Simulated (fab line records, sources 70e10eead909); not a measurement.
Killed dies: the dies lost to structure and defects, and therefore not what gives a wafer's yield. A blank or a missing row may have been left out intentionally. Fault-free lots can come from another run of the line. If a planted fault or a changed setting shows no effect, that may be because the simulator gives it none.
Struck lot and sound lot, side by side :: flow nandHarc :: 15 steps out of a route of 1302
Sound: these wafers, L954.2, L954.3, L954.6. Wafers struck: L969.3, L969.5, L969.6. At the end, the cause is stated.
For every step that has rows: the tool of each side, followed by ch and its chambers, followed by its first start. Under that, the readings that differ: sound wafers :: struck wafers :: difference of the means :: sigmas: that difference in standard deviations of wafers without a fault.
alike: a reading whose means differ by less than 2 such deviations, as well as words and numbers matching on both sides. not compared: withheld readings; readings where some wafer has no value; bounds like >300 that might hide an equal value; numbers whose values overlap and for which the record gives no deviation.
Wherever a step has rows on one side only, a row that says differs or no value, or a row with sigmas, the two part there. When numbers do not overlap yet have no deviation, they are printed without sigmas and do not part them. Lack of a reading on every wafer of one side parts them only where that side has two or more wafers.

first, 9 steps without rows for these wafers: NHARC_P_ZERO_WELL_STRIP_28 (strips in SPM, time 840 s); NHARC_P_ZERO_WELL_DEHYDRATE_29 (time 120 s); NHARC_P_ZERO_WELL_HMDS_30 (time 30 s); NHARC_P_ZERO_WELL_COAT_31; NHARC_P_ZERO_WELL_SOFTBAKE_32 (time 95 s); NHARC_P_ZERO_WELL_EBR_33; NHARC_P_ZERO_WELL_EXPOSE_34 (exposes mask P PWELL, target cd 720 nm); NHARC_P_ZERO_WELL_PEB_35 (peb time 85 s); NHARC_P_ZERO_WELL_DEVELOP_36 (time 70 s).
NHARC_P_ZERO_WELL_CD_MEAS_37: target cd 720 nm.
  sound on cdSem-02 ch 0, day 3 06:08; struck on cdSem-02 ch 0, day 9 12:51
  alike: cdNm
then, 1 step without rows for these wafers: NHARC_P_ZERO_WELL_HARDBAKE_38 (time 80 s).
NHARC_P_ZERO_WELL_DESCUM_39: chemistry O2, time 3 s.
  sound on rieDiel-12 ch 0,2, day 3 08:04; struck on rieDiel-12 ch 2,3, day 9 13:01
  alike: drypumpMotorCurrentA, oesProductAu, rfVppV, showerheadPlenumPTorr, throttleValvePct
  not compared: rfHoursCounterH
NHARC_P_ZERO_WELL_IMPLANT_40:
  sound on implanter-01 ch 0, day 3 08:15; struck on implanter-02 ch 0, day 9 13:13
reading: doseIonsCm2
sound: 1.0005e+13 9.994e+12 1.0003e+13
struck: 7.141e+12 7.135e+12 7.14e+12
difference: -2.862e+12
sigmas: -99 or more

reading: faradayCurrentUA
sound: 129.7 124.7 122.4
struck: 89.2 92.1 90.7
difference: -34.9
sigmas: -16
then, 1 step without rows for these wafers: NHARC_P_ZERO_WELL_IMPLANT_59.
NHARC_END_SORT_01:
  the record has rows for the sound wafers here (prober-01 ch 0, day 25 19:33) and none for the struck ones

## WHERE THEY PART
Earliest at NHARC_P_ZERO_WELL_IMPLANT_40; latest, in this record, at NHARC_END_SORT_01.

WHY: what the simulator had put in
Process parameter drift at NHARC_P_ZERO_WELL_IMPLANT_40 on implanter-02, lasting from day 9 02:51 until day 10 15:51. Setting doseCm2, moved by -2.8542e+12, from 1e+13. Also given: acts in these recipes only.
